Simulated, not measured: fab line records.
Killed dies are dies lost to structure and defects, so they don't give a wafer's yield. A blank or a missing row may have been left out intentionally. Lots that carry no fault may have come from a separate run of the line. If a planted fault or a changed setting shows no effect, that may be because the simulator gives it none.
A struck lot beside a sound one    flow n5_finfet    16 out of 1938 route steps
Sound: the wafers L620.1, L620.3, L620.4. Struck: wafers L631.2, L631.4, L631.5. The cause is named last.
Per side, at each step with rows, come the tool, then ch with its chambers, and then its first start. Under that, the readings that differ: sound wafers    struck wafers    difference of the means    sigmas: that difference in standard deviations of wafers without a fault.
alike: same words and numbers on both sides, and readings whose means sit less than 2 such deviations apart. not compared: any withheld reading, any reading some wafer has no value for, any bound like >300 that may hide the same value, and any number with overlapping values for which the record gives no deviation.
The two part at a step that has a row with sigmas, a row that says differs or no value, or rows on one side only. When numbers do not overlap yet have no deviation, they are printed without sigmas and do not part them. A reading that every wafer of one side lacks parts them only if that side has two wafers or more.

first, 3 steps without rows for these wafers: N5_SD_EPI_N_EXPOSE_06 (exposes mask SD N BLK, target cd 120 nm); N5_SD_EPI_N_PEB_07 (peb time 60 s); N5_SD_EPI_N_DEVELOP_08 (develop time 30 s).
N5_SD_EPI_N_CD_MEAS_09: target cd 120 nm.
  sound on cd_sem-01 ch 0, day 3 02:30; struck on cd_sem-01 ch 0, day 5 21:32
  alike: cd_nm
N5_SD_EPI_N_OVL_MEAS_10:
  sound on overlay-01 ch 0, day 3 02:32; struck on overlay-02 ch 0, day 5 21:34
reading            sound           struck       difference  sigmas
SD_N_BLK_OVL (nm)  -0.6 -0.9 -1.1  1.0 1.3 0.8  +1.9        +2
N5_SD_EPI_N_INSPECT_11: inspects for defects (macro).
  sound: defect_inspect-02 at day 3 02:33; struck: defect_inspect-02 at day 5 21:36
  alike: raw_defect_count
N5_SD_EPI_N_DESCUM_14: chemistry O2, time 7.9 s.
  sound on rie_diel-05 ch 1,2,3, day 3 02:35; struck on rie_diel-02 ch 0,2,3, day 5 21:38
  alike: chamber_pressure_mTorr, drypump_motor_current_A, oes_product_au, rf_vpp_V, showerhead_plenum_p_Torr, throttle_valve_pct
  not compared: rf_hours_counter_h
N5_SD_EPI_N_ETCH_34: etches SiARC in CF4, target depth 45.5 nm, time 75.8 s.
  sound on rie_diel-05 ch 1,2,3, day 3 02:37; struck on rie_diel-02 ch 0,2,3, day 5 21:40
  alike: chamber_pressure_mTorr, drypump_motor_current_A, etch_rf_on_time_s, oes_product_au, rf_vpp_V, showerhead_plenum_p_Torr, throttle_valve_pct
  not compared: rf_hours_counter_h
N5_SD_EPI_N_ETCH_35: etches SOC in N2/H2, overetch 108 nm, time 486 s.
  sound on rie_diel-05 ch 1,2,3, day 3 02:41; struck on rie_diel-02 ch 0,2,3, day 5 21:43
  alike: chamber_pressure_mTorr, drypump_motor_current_A, oes_product_au, rf_vpp_V, showerhead_plenum_p_Torr, throttle_valve_pct
  not compared: rf_hours_counter_h
then, 1 step without rows for these wafers: N5_SD_EPI_N_STRIP_36 (strips in N2/H2).
N5_SD_EPI_N_ETCHBACK_44: etches SiNx in CH3F/O2, stops on SiO2, target depth 14.5 nm.
  sound on rie_diel-05 ch 1,2,3, day 3 03:00; struck on rie_diel-02 ch 0,2,3, day 5 22:03
  alike: chamber_pressure_mTorr, drypump_motor_current_A, oes_product_au, rf_vpp_V, showerhead_plenum_p_Torr, throttle_valve_pct
  not compared: rf_hours_counter_h
N5_SD_EPI_N_ETCH_45: etches SiOCN in CH3F/O2, target depth 6 nm.
  sound on rie_diel-05 ch 1,2,3, day 3 03:06; struck on rie_diel-02 ch 0,2,3, day 5 22:09
  alike: chamber_pressure_mTorr, drypump_motor_current_A, oes_product_au, rf_vpp_V, showerhead_plenum_p_Torr, throttle_valve_pct
  not compared: rf_hours_counter_h
N5_SD_EPI_N_ETCH_16: etches SiO2 in CHF3/O2, target depth 5 nm.
  sound on rie_diel-05 ch 1,2,3, day 3 03:12; struck on rie_diel-02 ch 0,2,3, day 5 22:15
reading                   sound              struck           difference  sigmas
model.etch.depth_nm (nm)  5.046 4.903 4.917  3.872 3.889 3.9  -1.068      
  alike: chamber_pressure_mTorr, drypump_motor_current_A, oes_product_au, rf_vpp_V, showerhead_plenum_p_Torr, throttle_valve_pct
  not compared: rf_hours_counter_h, model.SiARC_of_SD_EPI_N_COAT_33.thk_nm
then, 1 step without rows for these wafers: N5_SD_EPI_N_STRIP_47 (strips in CHF3/O2).
-- here the record skips 5 days between the struck wafers' starts before and after, leaving off in module SD_EPI_N and picking up in module BEOL_M4 (first step shown: number 1111 of the route) --
N5_BEOL_M4_RC_MEAS_101:
  sound on prober-02 ch 0, day 8 18:53; struck on prober-02 ch 0, day 11 08:52
  alike: DIBL_N, DIBL_P, IOFF_N, IOFF_P, ION_N, ION_P, SS_N, SS_P, VT_N, VT_P
next, for these wafers, 1 step has no rows: N5_PASSIVATION_PROBE_49.

WHERE THEY PART
At N5_SD_EPI_N_OVL_MEAS_10 and nowhere else, as far as this record goes. Later steps at which nothing parts them and some readings are alike: N5_SD_EPI_N_INSPECT_11, N5_SD_EPI_N_DESCUM_14, N5_SD_EPI_N_ETCH_34, N5_SD_EPI_N_ETCH_35, N5_SD_EPI_N_ETCHBACK_44, N5_SD_EPI_N_ETCH_45, N5_SD_EPI_N_ETCH_16, N5_BEOL_M4_RC_MEAS_101.

WHY: whatever the simulator had introduced
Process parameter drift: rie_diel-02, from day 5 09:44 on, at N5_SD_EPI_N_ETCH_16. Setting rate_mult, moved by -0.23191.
